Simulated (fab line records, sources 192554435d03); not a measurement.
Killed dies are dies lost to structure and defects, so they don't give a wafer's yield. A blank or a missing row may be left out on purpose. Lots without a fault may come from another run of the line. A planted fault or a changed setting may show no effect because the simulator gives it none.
Chamber matching | flow n5_finfet | N5_BEOL_M9_STRIP_67 on rie_diel-02: 4 sister chambers
The step strips in CF4. 4 wafers are shown with their chamber, then 7 later ones without.

WAFERS WITH THEIR CHAMBER
wafer  | chamber | showerhead_plenum_p_Torr (Torr)
L086.6 | 3       | 1.70
L089.5 | 1       | 1.87
L090.1 | 0       | 1.83
L090.4 | 2       | 1.79

WAFERS WITHOUT THEIR CHAMBER
wafer  | showerhead_plenum_p_Torr (Torr)
L090.5 | 1.83
L094.2 | 1.87
L094.4 | 1.90
L094.5 | 1.83
L092.2 | 1.87
L092.4 | 1.90
L092.6 | 1.90

WHICH CHAMBER EACH WENT THROUGH
wafer  | from the rows above | in truth
L090.5 | 0                   | 0
L094.2 | 1                   | 1
L094.4 | 1                   | 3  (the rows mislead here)
L094.5 | 0                   | 0
L092.2 | 1                   | 1
L092.4 | 1                   | 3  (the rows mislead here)
L092.6 | 1                   | 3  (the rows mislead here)
Placed correctly: 4 of 7. Can't be placed from these rows: 0. Placed wrongly: 3.
How it was worked out, from the rows above alone: a wafer's distance from a chamber is the root of the sum, over the readings, of the square of ((its reading less the chamber's mean) divided by the reading's scatter). The wafer belongs to the nearest chamber; if the next one is less than 2 further off, it can't be placed. A chamber's mean is the mean of its shown wafers. The scatter: with one shown wafer a chamber, the root of the mean of the squares of how far each hidden wafer lies from its nearest shown one.
